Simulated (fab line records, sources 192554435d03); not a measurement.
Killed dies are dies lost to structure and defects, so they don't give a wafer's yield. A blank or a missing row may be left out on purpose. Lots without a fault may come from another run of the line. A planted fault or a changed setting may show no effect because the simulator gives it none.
Chamber matching | flow n5_finfet | N5_BEOL_M0_SAQP_ETCH_83 on rie_diel-05: 4 sister chambers
The step etches SiARC in CF4, target depth 39 nm, time 65 s. 4 wafers are shown with their chamber, then 7 later ones without.

WAFERS WITH THEIR CHAMBER
wafer  | chamber | showerhead_plenum_p_Torr (Torr)
L086.3 | 1       | 2.12
L089.4 | 2       | 2.27
L095.1 | 3       | 2.05
L095.2 | 0       | 2.11

WAFERS WITHOUT THEIR CHAMBER
wafer  | showerhead_plenum_p_Torr (Torr)
L095.3 | 2.26
L096.1 | 2.05
L096.4 | 2.11
L096.5 | 2.05
L097.2 | 2.05
L097.4 | 2.12
L097.5 | 2.11

WHICH CHAMBER EACH WENT THROUGH
wafer  | from the rows above | in truth
L095.3 | 2                   | 2
L096.1 | 3                   | 3
L096.4 | 0                   | 0
L096.5 | 3                   | 3
L097.2 | 3                   | 3
L097.4 | 1                   | 1
L097.5 | 0                   | 0
Placed correctly: 7 of 7. Can't be placed from these rows: 0. Placed wrongly: 0.
How it was worked out, from the rows above alone: a wafer's distance from a chamber is the root of the sum, over the readings, of the square of ((its reading less the chamber's mean) divided by the reading's scatter). The wafer belongs to the nearest chamber; if the next one is less than 2 further off, it can't be placed. A chamber's mean is the mean of its shown wafers. The scatter: with one shown wafer a chamber, the root of the mean of the squares of how far each hidden wafer lies from its nearest shown one.
